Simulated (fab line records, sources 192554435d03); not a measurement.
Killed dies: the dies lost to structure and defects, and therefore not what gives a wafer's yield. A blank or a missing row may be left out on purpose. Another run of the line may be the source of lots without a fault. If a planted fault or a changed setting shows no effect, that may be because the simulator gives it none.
Chamber matching | flow n5_finfet | N5_GATE_CUT_HM_OPEN_40 on rie_diel-05: 4 sister chambers
The step chemistry C4F6/O2, target SiO2, target depth 139 nm, time 85.1 s. 4 wafers are shown with their chamber, then 8 later ones without.

## WAFERS, EACH WITH ITS CHAMBER
wafer  | chamber | showerhead_plenum_p_Torr (Torr)
L082.6 | 1       | 2.72
L083.2 | 0       | 2.74
L083.5 | 2       | 2.91
L088.1 | 3       | 2.97

## WAFERS MISSING THEIR CHAMBER
wafer  | showerhead_plenum_p_Torr (Torr)
L088.3 | 2.72
L088.4 | 2.74
L093.1 | 2.71
L093.3 | 2.96
L093.6 | 2.74
L095.1 | 2.73
L095.3 | 2.96
L095.4 | 2.90

## THE CHAMBER EACH PASSED THROUGH
wafer  | from the rows above     | in truth
L088.3 | 1                       | 1
L088.4 | 0                       | 0
L093.1 | 1                       | 1
L093.3 | 3                       | 3
L093.6 | 0                       | 0
L095.1 | can't be placed: 1 or 0 | 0
L095.3 | 3                       | 3
L095.4 | 2                       | 2
Correct placement for 7 of the 8. These rows do not allow placing 1 (true chamber among the candidates in 1). Number placed wrongly: 0.
How it was worked out, from the rows above alone: a wafer's distance from a chamber is the root of the sum, over the readings, of the square of ((its reading less the chamber's mean) divided by the reading's scatter). If the next closest chamber is less than 2 further off than the closest, the wafer can't be placed; otherwise it belongs to the closest. Each chamber's mean is taken over the wafers shown for it. The scatter: root of mean squared gap, hidden wafer to nearest shown wafer, with one shown wafer a chamber.
